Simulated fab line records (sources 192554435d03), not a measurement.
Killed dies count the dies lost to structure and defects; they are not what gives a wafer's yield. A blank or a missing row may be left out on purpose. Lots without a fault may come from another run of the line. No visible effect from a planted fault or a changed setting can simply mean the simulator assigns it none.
8D (eight disciplines) problem report, filled in by code :: flow n5Finfet :: the parts of the form that need people (team, actions taken, sign-off) are left out

1. THE ISSUE
At N5_BEOL_M15_ILD_DEP_00, runLengthS averages 378.5 s over 2 wafers from 2 lots, while fault-free wafers read 389.0 s, standard deviation 0.7. That puts it -15 standard deviations away from the usual mean.
The step: deposits SiO2 from TEOS/O2, target thk 1629.3 nm, time 346.1 s.
Seen first at day 16 07:57 on pecvd-04, wafer L295.4. At this step, 33 wafers from 11 lots have a number in the record. By rule, "out" or "out of limits" means more than 4 standard deviations away from the usual mean. The other wafers with a number count as sound.

2. WHAT IT IS; WHAT IT IS NOT
question: which readings at this step
is: runLengthS
is not: heaterPowerW, showerheadPlenumPTorr, throttleValvePct

question: which lots
is: L295, L297
is not: L282, L286, L287, L288, L291, L292, L301, L302, L303

question: which wafers of those lots
is: L295.4, L297.1
is not: L295.5, L295.6, L297.2, L297.3

question: read on which tools
is: pecvd-04
is not: pecvd-02, pecvd-03

question: when
is: from day 16 07:57
is not: up to then (20 sound wafers); but 11 sound wafers of L297, L301, L302, L303 came after

3. THE SUSPECTS, EACH WITH WHAT RULES IT OUT
Counting: a tool at a process step up to the reading stays a suspect if it ran every lot that is out. Sound lots after the first of them don't rule it out here, since some wafers of a struck lot are sound.
- pvdSputter-03 at N5_BEOL_M14_DEGAS_41 (time 60 s): kept. It ran every lot that is out, first L295 (day 16 06:25); its last sound lot up to then is L292 (day 15 12:04).
- pecvd-04 at N5_BEOL_M15_ILD_DEP_00 (deposits SiO2 from TEOS/O2, target thk 1629.3 nm, time 346.1 s): kept. It ran every lot that is out, first L295 (day 16 07:57); its last sound lot up to then is L292 (day 15 13:23). On those wafers its own readings are out: runLengthS.
Remaining after the count are pvdSputter-03 at N5_BEOL_M14_DEGAS_41 and pecvd-04 at N5_BEOL_M15_ILD_DEP_00.

4. THE CAUSE (what the simulator had put in)
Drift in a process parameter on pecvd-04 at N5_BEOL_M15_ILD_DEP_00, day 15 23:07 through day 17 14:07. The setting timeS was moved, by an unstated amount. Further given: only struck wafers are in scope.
After counting, 2 suspects remain, this tool included.

5. SEQUENCE OF EFFECTS, ordered by route
Each row: a reading whose mean over the struck wafers that have a number lies more than 3 standard deviations from the usual. Scope: only readings with a usual standard deviation given in the record; hours: median across lots of the time from each lot's start at the first step in this table that gives one to its start at this step; sigmas: change in usual standard deviations.
hours: 0
step: N5_BEOL_M15_ILD_DEP_00
reading: runLengthS
usual: 389.0 s
on struck wafers: 378.5
change: -10.5
sigmas: -15
Here are the process steps it includes:
- N5_BEOL_M15_ILD_DEP_00: deposits SiO2 from TEOS/O2, target thk 1629.3 nm, time 346.1 s.

6. WHAT WOULD HAVE CAUGHT IT SOONER
In this record no reading fell out of limits until day 16 07:57, 9 hours after the fault had begun at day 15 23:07.
